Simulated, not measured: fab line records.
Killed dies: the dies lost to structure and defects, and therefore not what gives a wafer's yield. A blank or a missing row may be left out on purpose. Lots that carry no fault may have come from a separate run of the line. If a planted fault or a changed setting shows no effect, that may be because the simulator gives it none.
fab line records	flow nand_harc
[record] lots = 11	wafers = 33	last_day = 26
route steps=1159 shown P_BONDPAD@374 A_CHANNEL_HOLE_D1@464 END@1159
lots with no fault: from the same line, run without faults
start_h: hours from the record's opening day to when the first of the lot's shown wafers began	wait_h: how many hours have passed since the lot's step before this one	" repeats the value in the row above	L1.1+2: one row covering several wafers at once	- no value, or no start was given	* or withheld: withheld	< > ~ a bound
route shown NAME@n: NAME is a module with steps in the file, n the number in the route of the first one	usual: mean and standard deviation over wafers with no fault	same: alike in all rows	chamber/n: place in a boat	sites: the reading at each site	_std_site: how widely they spread, as a standard deviation	_edge_site: outer sites' mean less inner sites'	radius_mm: how far each site lies from the wafer's centre	mask NAME#n: copy n	behind: the tool/chamber that last shaped the wafer	hold: reason for holding the lot/hours on hold/outcome of the hold	device: the transistor (n, p or np) that didn't switch	end of line: tests of these same wafers at the route's end	for a step that has no rows: nothing shown but its recipe	killed: dies lost to structure and defects at the first sort, not the wafer's yield	map: the dies of a wafer, with x for killed, . for not killed, _ for no die there
set.NAME: the setting the step ran with; set.NAME@STEP: the setting that earlier step ran with	model.NAME: the simulator's own value behind a step, which no gauge read
route steps across a sampled set of lots; one table per step, one row per wafer
services: from which hour (start_h, from the record's first day; less than 0 if before it) a tool's chamber was out of use, for how many hours, and why
[[steps]]
[step NHARC_P_BONDPAD_DEGAS_25]
[recipe] temp_c = 300	time_s = 60
[usual] heater_power_w = 467/40
[same] time_s = 60
lot.wafer	tool	chamber	start_h	wait_h	heater_power_w
L836.3	pvd_sputter-03	-	130.83	-	465
L836.1	"	-	"	"	419
L836.6	"	-	"	"	534
L837.4	pvd_sputter-03	-	140.13	-	517
L837.3	"	-	"	"	462
L837.5	"	-	"	"	458
L839.3	pvd_sputter-01	-	155.94	-	414
L839.5	"	-	"	"	414
L839.6	"	-	"	"	503
L844.3	pvd_sputter-03	-	174.70	-	511
L844.6	"	-	"	"	465
L844.5	"	-	"	"	431
L847.4	pvd_sputter-03	-	205.70	-	474
L847.3	"	-	"	"	528
L847.6	"	-	"	"	475
L853.4	pvd_sputter-03	-	239.13	-	435
L853.3	"	-	"	"	528
L853.5	"	-	"	"	475
L856.1	pvd_sputter-03	-	244.38	-	426
L856.4	"	-	"	"	478
L856.6	"	-	"	"	415
L855.4	pvd_sputter-01	-	253.36	-	492
L855.5	"	-	"	"	488
L855.6	"	-	"	"	425
L854.2	pvd_sputter-03	-	254.00	-	474
L854.3	"	-	"	"	475
L854.5	"	-	"	"	416
L857.1	pvd_sputter-01	-	255.52	-	484
L857.4	"	-	"	"	486
L857.2	"	-	"	"	417
L859.2	pvd_sputter-01	-	269.53	-	488
L859.1	"	-	"	"	429
L859.6	"	-	"	"	496
[step NHARC_A_CHANNEL_HOLE_D1_INSPECT_12]
[usual] raw_defect_count = 6.2/2.8
lot.wafer	tool	chamber	start_h	wait_h	raw_defect_count
L836.1	defect_inspect-02	-	177.02	0.0	10
L836.3	"	-	"	"	6
L836.6	"	-	"	"	10
L837.3	defect_inspect-02	-	183.18	0.0	10
L837.4	"	-	"	"	6
L837.5	"	-	"	"	6
L839.3	defect_inspect-01	-	200.31	0.0	7
L839.5	"	-	"	"	5
L839.6	"	-	"	"	6
L844.3	defect_inspect-02	-	218.44	0.0	4
L844.5	"	-	"	"	10
L844.6	"	-	"	"	8
L847.3	defect_inspect-01	-	250.14	0.0	8
L847.4	"	-	"	"	7
L847.6	"	-	"	"	10
L853.3	defect_inspect-02	-	280.30	0.0	5
L853.4	"	-	"	"	6
L853.5	"	-	"	"	5
L856.1	defect_inspect-01	-	286.22	0.0	1
L856.4	"	-	"	"	7
L856.6	"	-	"	"	11
L854.2	defect_inspect-01	-	295.69	0.0	4
L854.3	"	-	"	"	2
L854.5	"	-	"	"	4
L855.4	defect_inspect-01	-	295.85	0.0	5
L855.5	"	-	"	"	7
L855.6	"	-	"	"	4
L857.1	defect_inspect-02	-	299.20	0.0	5
L857.2	"	-	"	"	7
L857.4	"	-	"	"	7
L859.1	defect_inspect-02	-	316.32	0.0	4
L859.2	"	-	"	"	5
L859.6	"	-	"	"	4
[step NHARC_A_CHANNEL_HOLE_D1_ETCH_38]
[recipe] target_depth_a = 390	over_etch_frac = 0.3	time_s = 65	ion_energy_ev = 80	cf4_flow_sccm = 150	ar_flow_sccm = 0	rf_w = 300	bias_w = 100	chemistry = CF4
[usual] bias_w = 99.99/0.29	cf4_flow_sccm = 149.9/0.45	drypump_motor_current_A = 5.9/0.51	oes_product_au = 0.996/0.014	rf_vpp_V = 151.7/1.2	showerhead_plenum_p_Torr = 1.81/0.068	throttle_valve_pct = 13.284/0.0086
[same] time_s = 65
lot.wafer	tool	chamber	start_h	wait_h	bias_w	cf4_flow_sccm	drypump_motor_current_A	oes_product_au	rf_hours_counter_h	rf_vpp_V	showerhead_plenum_p_Torr	throttle_valve_pct
L836.1	rie_diel-09	3	177.17	0.1	99.36	149.5	5.5	1.017	6	152.4	1.86	13.272
L836.3	"	2	"	"	100.04	149.6	6.2	0.999	6	152.6	1.87	13.285
L836.6	"	3	"	"	99.63	149.5	5.5	1.013	-	152.7	1.86	13.291
L837.4	rie_diel-09	1	183.33	0.1	100.10	150.4	6.6	0.990	7	151.8	1.83	13.281
L837.3	"	3	"	"	99.58	150.5	5.5	1.008	7	153.9	1.86	13.272
L837.5	"	1	"	"	99.98	149.8	6.6	0.987	-	151.7	1.83	13.289
L839.3	rie_diel-06	2	200.46	0.1	99.68	150.4	5.6	0.994	9	152.4	1.77	13.292
L839.6	"	1	"	"	99.54	149.9	5.9	1.000	-	150.3	1.66	13.282
L839.5	"	2	"	"	99.69	150.1	5.6	0.999	-	152.1	1.77	13.285
L844.3	rie_diel-09	0	218.60	0.1	99.85	149.7	5.3	0.985	9	151.7	1.84	13.283
L844.5	"	1	"	"	100.02	149.8	6.5	0.973	-	150.6	1.83	13.279
L844.6	"	2	"	"	100.03	150.8	6.2	0.976	-	151.7	1.86	13.282
L847.3	rie_diel-09	0	250.29	0.1	100.21	150.1	5.3	0.987	12	152.8	1.84	13.284
L847.4	"	2	"	"	100.12	150.5	6.2	0.984	11	150.8	1.86	13.279
L847.6	"	3	"	"	100.04	149.6	5.5	0.989	-	152.5	1.86	13.292
L853.3	rie_diel-09	0	280.44	0.1	100.39	150.0	5.3	0.982	1	153.1	1.84	13.302
L853.4	"	2	"	"	99.89	150.5	6.2	0.979	1	152.6	1.86	13.287
L853.5	"	1	"	"	99.68	150.2	6.6	1.007	-	151.8	1.83	13.287
L856.1	rie_diel-05	0	286.40	0.1	99.83	150.0	5.6	1.015	6	150.7	1.68	13.274
L856.4	"	2	"	"	100.08	149.7	6.3	1.015	7	152.7	1.83	13.270
L856.6	"	3	"	"	100.28	149.3	5.0	1.020	-	151.4	1.84	13.280
L854.3	rie_diel-05	0	295.85	0.1	99.95	149.2	5.5	1.019	6	151.3	1.68	13.279
L854.2	"	1	"	"	99.56	150.7	6.3	1.018	6	152.1	1.86	13.286
L854.5	"	3	"	"	99.60	149.7	4.9	1.012	-	151.5	1.84	13.297
L855.4	rie_diel-09	0	296.00	0.1	100.06	148.9	5.3	0.990	2	151.9	1.84	13.275
L855.6	"	2	"	"	100.31	149.9	6.2	0.971	-	152.6	1.86	13.274
L855.5	"	3	"	"	100.07	149.2	5.5	0.982	-	152.1	1.86	13.270
L857.1	rie_diel-09	3	299.35	0.1	99.80	149.9	5.5	0.989	3	152.7	1.86	13.289
L857.2	"	0	"	"	100.57	150.6	5.3	0.988	3	151.2	1.84	13.291
L857.4	"	2	"	"	99.94	150.1	6.2	0.974	3	153.6	1.86	13.276
L859.2	rie_diel-09	2	316.47	0.1	100.30	150.2	6.2	0.993	4	151.7	1.86	13.284
L859.1	"	3	"	"	100.52	149.1	5.5	0.981	4	153.0	1.86	13.287
L859.6	"	2	"	"	99.89	150.7	6.2	0.989	-	152.3	1.86	13.279
[step NHARC_A_CHANNEL_HOLE_D1_ETCH_22]
[recipe] bias_v = 3000	source_w = withheld	pressure_mtorr = 20	time_s = 666.7	ar_flow_sccm = 375	c4f8_flow_sccm = 89.3	o2_flow_sccm = 35.7	temp_c = -20	target_depth_a = 16000	chemistry = C4F8/O2/Ar
[usual] c4f8_flow_sccm = 89.33/0.26	chamber_pressure_mTorr = 20.000/0.02	drypump_motor_current_A = 5.8/0.46	showerhead_plenum_p_Torr = 3.73/0.14	throttle_valve_pct = 32.154/0.009	time_s = 666.7/0
lot.wafer	tool	chamber	start_h	wait_h	c4f8_flow_sccm	chamber_pressure_mTorr	drypump_motor_current_A	rf_hours_counter_h	showerhead_plenum_p_Torr	throttle_valve_pct	time_s
L836.1	har_etch-01	0	179.14	0.4	89.34	19.987	5.5	187	3.78	32.155	666.7
L836.3	"	1	"	"	88.93	20.008	5.6	-	3.83	32.154	666.7
L836.6	"	0	"	"	89.73	20.011	5.5	-	3.78	32.152	666.7
L837.4	har_etch-01	1	185.92	0.4	88.77	20.019	5.6	-	3.83	32.161	666.7
L837.3	"	0	"	"	88.73	20.012	5.5	-	3.78	32.161	666.7
L837.5	"	0	"	"	89.70	20.036	5.5	-	3.78	32.160	666.7
L839.3	har_etch-01	0	202.72	0.4	89.07	19.987	5.5	-	3.77	32.149	666.7
L839.5	"	1	"	"	89.40	20.002	5.6	-	3.82	32.145	666.7
L839.6	"	0	"	"	89.32	20.003	5.5	-	3.77	32.160	666.7
L844.3	har_etch-01	0	220.74	0.4	89.04	20.044	5.5	-	3.77	32.148	666.7
L844.6	"	0	"	"	89.44	19.999	5.5	-	3.77	32.153	666.7
L844.5	"	1	"	"	89.24	20.004	5.5	-	3.82	32.174	666.7
L847.3	har_etch-01	0	255.38	0.4	89.45	19.996	5.5	-	3.76	32.146	666.7
L847.4	"	1	"	"	89.47	19.988	5.6	-	3.81	32.155	666.7
L847.6	"	1	"	"	89.54	19.988	5.6	-	3.81	32.164	666.7
L853.3	har_etch-01	0	282.61	0.4	-	-	-	-	-	-	-
L853.4	"	1	"	"	-	-	-	-	-	-	-
L853.5	"	0	"	"	-	-	-	-	-	-	-
L856.1	har_etch-02	0	288.45	0.4	-	-	-	-	-	-	-
L856.4	"	1	"	"	-	-	-	-	-	-	-
L856.6	"	1	"	"	-	-	-	-	-	-	-
L854.2	har_etch-01	0	297.80	0.4	-	-	-	-	-	-	-
L854.3	"	0	"	"	-	-	-	-	-	-	-
L854.5	"	0	"	"	-	-	-	-	-	-	-
L855.4	har_etch-02	1	298.23	0.4	89.57	20.009	6.7	-	3.85	32.165	666.7
L855.6	"	0	"	"	89.38	19.996	5.7	-	3.50	32.157	666.7
L855.5	"	1	"	"	89.49	20.013	6.7	-	3.85	32.148	666.7
L857.2	har_etch-01	1	301.97	0.4	89.54	20.005	5.6	242	3.80	32.140	666.7
L857.1	"	0	"	"	89.50	20.013	5.5	242	3.75	32.156	666.7
L857.4	"	0	"	"	89.61	20.016	5.5	-	3.75	32.151	666.7
L859.2	har_etch-02	0	322.86	0.4	89.70	19.976	5.6	168	3.49	32.164	666.7
L859.1	"	1	"	"	89.35	20.013	6.6	168	3.84	32.157	666.7
L859.6	"	1	"	"	88.94	19.993	6.6	-	3.84	32.168	666.7
[step NHARC_A_CHANNEL_HOLE_D1_CD_MEAS_30]
[usual] cd_nm = 90.5/1.5
lot.wafer	tool	chamber	start_h	wait_h	cd_nm
L836.1	cd_sem-02	-	183.99	-	90.0
L836.3	"	-	"	"	91.3
L836.6	"	-	"	"	91.1
L837.3	cd_sem-01	-	190.38	-	88.9
L837.4	"	-	"	"	91.3
L837.5	"	-	"	"	88.6
L839.3	cd_sem-01	-	207.58	-	89.7
L839.5	"	-	"	"	90.7
L839.6	"	-	"	"	90.9
L844.3	cd_sem-01	-	225.20	-	92.0
L844.5	"	-	"	"	89.8
L844.6	"	-	"	"	89.6
L847.3	cd_sem-02	-	259.89	0.1	89.2
L847.4	"	-	"	"	92.6
L847.6	"	-	"	"	89.8
L853.3	cd_sem-02	-	287.09	-	0.8
L853.4	"	-	"	"	-0.2
L853.5	"	-	"	"	1.4
L856.1	cd_sem-03	-	293.02	-	2.6
L856.4	"	-	"	"	0.1
L856.6	"	-	"	"	2.0
L854.2	cd_sem-01	-	302.48	-	3.3
L854.3	"	-	"	"	1.0
L854.5	"	-	"	"	3.2
L855.4	cd_sem-02	-	302.79	-	90.7
L855.5	"	-	"	"	89.4
L855.6	"	-	"	"	89.8
L857.1	cd_sem-02	-	306.61	-	87.7
L857.2	"	-	"	"	91.5
L857.4	"	-	"	"	89.3
L859.1	cd_sem-03	-	327.52	-	88.8
L859.2	"	-	"	"	90.2
L859.6	"	-	"	"	91.1
[step NHARC_A_CHANNEL_HOLE_D1_XSEM_31]
[recipe] landing_energy_ev = 35000
[usual] bot_cd_nm = 75.0/1.5	bow_nm = 8.69/0.25	tilt_deg = 0.09/0.05
lot.wafer	tool	chamber	start_h	wait_h	bot_cd_nm	bow_nm	tilt_deg
L836.1	xsem-01	0	184.08	0.1	74.1	8.53	0.10
L836.3	"	0	"	"	74.8	8.54	0.10
L836.6	"	0	"	"	74.8	8.47	0.10
L837.3	xsem-01	0	190.47	0.1	72.6	8.67	0.10
L837.4	"	0	"	"	75.6	8.75	0.10
L837.5	"	0	"	"	73.6	8.71	0.10
L839.3	xsem-02	0	207.67	0.1	75.1	8.65	0.14
L839.5	"	0	"	"	75.6	8.83	0.14
L839.6	"	0	"	"	75.1	8.83	0.13
L844.3	xsem-02	0	225.29	0.1	75.9	8.97	0.09
L844.5	"	0	"	"	74.7	9.11	0.10
L844.6	"	0	"	"	74.1	9.10	0.09
L847.3	xsem-01	0	259.97	0.1	73.6	8.49	0.09
L847.4	"	0	"	"	77.6	8.46	0.09
L847.6	"	0	"	"	73.9	8.51	0.09
L853.3	xsem-01	0	287.18	0.1	1.1	0.86	0.09
L853.4	"	0	"	"	0.1	0.86	0.09
L853.5	"	0	"	"	1.3	0.86	0.09
L856.1	xsem-02	0	293.11	0.1	1.7	0.15	0.02
L856.4	"	0	"	"	0.0	0.15	0.02
L856.6	"	0	"	"	0.7	0.16	0.02
L854.2	xsem-01	0	302.56	0.1	3.7	0.29	0.15
L854.3	"	0	"	"	1.3	0.29	0.15
L854.5	"	0	"	"	3.5	0.29	0.15
L855.4	xsem-01	0	302.89	0.1	75.3	8.66	0.00
L855.5	"	0	"	"	73.2	8.65	0.00
L855.6	"	0	"	"	73.9	8.66	-0.01
L857.1	xsem-01	0	306.69	0.1	72.3	8.43	0.19
L857.2	"	0	"	"	76.7	8.41	0.19
L857.4	"	0	"	"	73.7	8.37	0.19
L859.1	xsem-01	0	327.61	0.1	73.9	8.79	0.12
L859.2	"	0	"	"	75.0	8.77	0.11
L859.6	"	0	"	"	76.1	8.72	0.12
[step NHARC_END_SORT_01]
[recipe] temp_c = 25
[usual] killed_at_array = 27/12	killed_at_other = 0.9/1.1	killed_at_periphery = 3.2/2.4	killed_dies = 31/12	killed_open = 3.3/1.7	killed_short = 2.0/1.6
[same] gross_dies = 677
lot.wafer	tool	chamber	start_h	wait_h	killed_at_array	killed_at_other	killed_at_periphery	killed_dies	killed_open	killed_short
L853.3	prober-01	0	596.30	3.1	672	1	4	677	7	5
L853.4	prober-01	0	597.08	3.4	674	0	3	677	2	3
L853.5	prober-01	0	597.87	3.6	674	0	3	677	3	2
L856.1	prober-01	0	602.49	2.5	677	0	0	677	8	7
L856.4	prober-01	0	604.91	3.4	675	0	2	677	6	7
L856.6	prober-01	0	606.52	4.0	676	0	1	677	7	5
L854.2	prober-01	0	611.12	2.8	670	0	7	677	6	0
L854.3	prober-01	0	611.92	3.1	676	0	1	677	3	3
L854.5	prober-01	0	613.53	3.7	674	0	3	677	4	5
// killed by level:class
L853.3 A_CHANNEL_HOLE_D1:area_etch=614 A_SLIT:chamber_film_flake=25 A_CHANNEL_HOLE_D1:chamber_film_flake=18 A_CHANNEL_HOLE_D1:geometric_particle:open=4 A_STAIRCASE:chamber_film_flake=4 P_M0:geometric_particle:open=2 A_CONTACT:chamber_film_flake=2 P_GATE:geometric_particle:open=1
L853.4 A_CHANNEL_HOLE_D1:area_etch=610 A_CHANNEL_HOLE_D1:chamber_film_flake=31 A_SLIT:chamber_film_flake=20 A_STAIRCASE:chamber_film_flake=5 A_CONTACT:chamber_film_flake=3 P_GATE:geometric_particle:short=1 A_WL_FILL:geometric_particle:short=1 A_CONTACT:geometric_particle:open=1
L853.5 A_CHANNEL_HOLE_D1:area_etch=620 A_CHANNEL_HOLE_D1:chamber_film_flake=22 A_SLIT:chamber_film_flake=19 A_CONTACT:chamber_film_flake=6 P_BONDPAD:chamber_film_flake=3 A_CONTACT:geometric_particle:open=2 A_CHANNEL_FILL_D1:geometric_particle:open=1 A_WL_FILL:geometric_particle:short=1
L856.1 A_CHANNEL_HOLE_D1:area_etch=646 A_CHANNEL_HOLE_D1:chamber_film_flake=8 A_STAIRCASE:chamber_film_flake=6 A_CHANNEL_HOLE_D1:geometric_particle:open=5 A_CHANNEL_HOLE_D1:geometric_particle:short=5 A_CHANNEL_FILL_D1:geometric_particle:open=1 A_CHANNEL_FILL_D1:geometric_particle:short=1 A_SGD_CUT:geometric_particle:open=1
L856.4 A_CHANNEL_HOLE_D1:area_etch=651 A_CHANNEL_HOLE_D1:chamber_film_flake=6 A_WL_FILL:geometric_particle:short=3 A_STAIRCASE:chamber_film_flake=3 A_CHANNEL_HOLE_D1:geometric_particle:open=2 A_CHANNEL_HOLE_D1:geometric_particle:short=2 A_WL_FILL:chamber_film_flake=2 A_CONTACT:chamber_film_flake=2
L856.6 A_CHANNEL_HOLE_D1:area_etch=650 A_STAIRCASE:chamber_film_flake=6 A_CHANNEL_HOLE_D1:geometric_particle:short=5 A_CHANNEL_HOLE_D1:chamber_film_flake=3 A_CHANNEL_HOLE_D1:geometric_particle:open=2 A_CONTACT:geometric_particle:open=2 A_WL_FILL:chamber_film_flake=2 A_CONTACT:chamber_film_flake=2
L854.2 A_CHANNEL_HOLE_D1:area_etch=630 A_CHANNEL_HOLE_D1:chamber_film_flake=23 A_SLIT:chamber_film_flake=14 P_GATE:geometric_particle:open=2 A_CONTACT:chamber_film_flake=2 P_STI:geometric_particle:open=1 P_CONTACT:geometric_particle:open=1 P_M0:geometric_particle:open=1
L854.3 A_CHANNEL_HOLE_D1:area_etch=625 A_CHANNEL_HOLE_D1:chamber_film_flake=21 A_SLIT:chamber_film_flake=17 A_STAIRCASE:chamber_film_flake=4 A_CHANNEL_HOLE_D1:geometric_particle:short=3 A_CONTACT:chamber_film_flake=3 P_STI:geometric_particle:open=1 A_CHANNEL_FILL_D1:geometric_particle:open=1
L854.5 A_CHANNEL_HOLE_D1:area_etch=625 A_CHANNEL_HOLE_D1:chamber_film_flake=21 A_SLIT:chamber_film_flake=20 A_CHANNEL_FILL_D1:geometric_particle:short=2 A_CONTACT:geometric_particle:open=2 A_M0:geometric_particle:open=2 P_STI:geometric_particle:short=1 P_M2:geometric_particle:short=1
[[services]]
tool	chamber	start_h	hours	kind
rie_diel-09	0	110.62	-	clean
rie_diel-09	1	110.62	-	clean
rie_diel-09	2	110.62	-	clean
rie_diel-09	3	110.62	-	clean
rie_diel-05	1	122.49	1.3	repair
rie_diel-09	0	135.12	-	clean
rie_diel-06	-	147.22	0.9	repair
pvd_sputter-01	-	158.02	10.0	pm
rie_diel-05	-	163.60	9.0	pm
rie_diel-06	-	178.28	0.2	repair
rie_diel-05	3	180.60	3.5	repair
rie_diel-09	2	203.33	9.9	repair
rie_diel-09	3	205.37	12.2	repair
har_etch-01	-	226.55	1.2	repair
rie_diel-06	-	239.30	0.7	repair
rie_diel-06	-	241.20	9.0	pm
rie_diel-05	0	246.01	4.7	repair
rie_diel-09	-	254.10	9.0	pm
rie_diel-05	1	262.10	17.3	repair
pvd_sputter-03	-	271.25	5.6	repair
pvd_sputter-03	-	280.02	10.0	pm
rie_diel-05	1	298.42	10.8	repair
xsem-02	-	302.00	14.0	pm
har_etch-01	-	305.26	17.0	pm
[[key]]
[first_sign] step = NHARC_A_CHANNEL_HOLE_D1_ETCH_22	reading = tool_record	direction = missing
[effect] step = NHARC_A_CHANNEL_HOLE_D1_CD_MEAS_30	reading = cd_nm	direction = down	sigmas = 60	usual = 90.5	struck = 1.6
[effect] step = NHARC_A_CHANNEL_HOLE_D1_XSEM_31	reading = bot_cd_nm	direction = down	sigmas = 49	usual = 75.0	struck = 1.5
[effect] step = NHARC_END_SORT_01	reading = killed_at_array	direction = up	sigmas = 56	usual = 27	struck = 674
[more_kills_born_at] NHARC_A_CHANNEL_HOLE_D1_ETCH_22@har_etch-01 = 3724	NHARC_A_CHANNEL_HOLE_D1_ETCH_22@har_etch-02 = 1947
met_at NHARC_A_CHANNEL_HOLE_D1_ETCH_22
struck_lots L853,L854,L856
later_rows_left_out L853.3,L853.4,L853.5,L854.2,L854.3,L854.5,L856.1,L856.4,L856.6
tester_left_out L853,L854,L856
not_acting_at NHARC_P_BONDPAD_DEGAS_25,NHARC_A_CHANNEL_HOLE_D1_INSPECT_12,NHARC_A_CHANNEL_HOLE_D1_ETCH_38
onset_between 255.38 282.61
[fault] kind = skipped_step_whole	tool = har_etch-01,har_etch-02	chamber = -	onset_h = 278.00	steps = NHARC_A_CHANNEL_HOLE_D1_ETCH_22	scope = struck_lots_only
// tester_left_out: of these lots the tester's yield and bins aren't shown, on N5 and GAA mostly nor the transistor test; their killed dies are dies lost to structure and defects alone, not to doping, threshold or leakage, so they don't give the yield
// later_rows_left_out: the simulator's readings of these wafers behind a module that went badly wrong aren't trusted and aren't shown, but for the sort
